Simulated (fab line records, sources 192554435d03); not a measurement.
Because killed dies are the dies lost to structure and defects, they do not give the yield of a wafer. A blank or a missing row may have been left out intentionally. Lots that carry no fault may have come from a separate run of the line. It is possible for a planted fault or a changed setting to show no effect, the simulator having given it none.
Chamber matching / flow n5_finfet / 4 sister chambers for N5_BEOL_M5_STRIP_36 on rie_diel-05
The step strips in N2/H2. 8 wafers are shown with their chamber, then 10 later ones without.

## EACH WAFER AND ITS CHAMBER
wafer=L078.6; chamber=1; showerhead_plenum_p_Torr (Torr)=2.52; throttle_valve_pct (%)=23.27
wafer=L079.2; chamber=2; showerhead_plenum_p_Torr (Torr)=2.57; throttle_valve_pct (%)=23.45
wafer=L082.2; chamber=0; showerhead_plenum_p_Torr (Torr)=2.43; throttle_valve_pct (%)=23.59
wafer=L086.2; chamber=0; showerhead_plenum_p_Torr (Torr)=2.42; throttle_valve_pct (%)=23.60
wafer=L086.3; chamber=3; showerhead_plenum_p_Torr (Torr)=2.70; throttle_valve_pct (%)=23.92
wafer=L086.4; chamber=1; showerhead_plenum_p_Torr (Torr)=2.51; throttle_valve_pct (%)=23.30
wafer=L089.2; chamber=2; showerhead_plenum_p_Torr (Torr)=2.57; throttle_valve_pct (%)=23.48
wafer=L089.3; chamber=3; showerhead_plenum_p_Torr (Torr)=2.69; throttle_valve_pct (%)=23.93

## WAFERS WITHOUT THEIR CHAMBER
wafer=L089.6; showerhead_plenum_p_Torr (Torr)=2.69; throttle_valve_pct (%)=23.96
wafer=L090.4; showerhead_plenum_p_Torr (Torr)=2.42; throttle_valve_pct (%)=23.61
wafer=L090.5; showerhead_plenum_p_Torr (Torr)=2.69; throttle_valve_pct (%)=23.93
wafer=L090.6; showerhead_plenum_p_Torr (Torr)=2.51; throttle_valve_pct (%)=23.32
wafer=L092.1; showerhead_plenum_p_Torr (Torr)=2.51; throttle_valve_pct (%)=23.32
wafer=L092.2; showerhead_plenum_p_Torr (Torr)=2.69; throttle_valve_pct (%)=23.92
wafer=L092.4; showerhead_plenum_p_Torr (Torr)=2.51; throttle_valve_pct (%)=23.34
wafer=L096.1; showerhead_plenum_p_Torr (Torr)=2.41; throttle_valve_pct (%)=23.61
wafer=L096.2; showerhead_plenum_p_Torr (Torr)=2.69; throttle_valve_pct (%)=23.95
wafer=L096.3; showerhead_plenum_p_Torr (Torr)=2.57; throttle_valve_pct (%)=23.50

## WHICH CHAMBER EACH ONE RAN IN
wafer=L089.6; from the rows above=3; in truth=3
wafer=L090.4; from the rows above=0; in truth=0
wafer=L090.5; from the rows above=3; in truth=3
wafer=L090.6; from the rows above=1; in truth=1
wafer=L092.1; from the rows above=1; in truth=1
wafer=L092.2; from the rows above=3; in truth=3
wafer=L092.4; from the rows above=1; in truth=1
wafer=L096.1; from the rows above=0; in truth=0
wafer=L096.2; from the rows above=3; in truth=3
wafer=L096.3; from the rows above=2; in truth=2
Correct placement for 10 of the 10. Can't be placed from these rows: 0. Number placed wrongly: 0.
How it was worked out, from the rows above alone: a wafer's distance from a chamber is the root of the sum, over the readings, of the square of ((its reading less the chamber's mean) divided by the reading's scatter). The wafer belongs to the nearest chamber; if the next one is less than 2 further off, it can't be placed. The mean given for a chamber averages the wafers shown for that chamber. How the scatter is found: for the shown wafers, subtract from each reading the mean of its chamber, square and add these, divide the total by (wafers less chambers), then take the root.
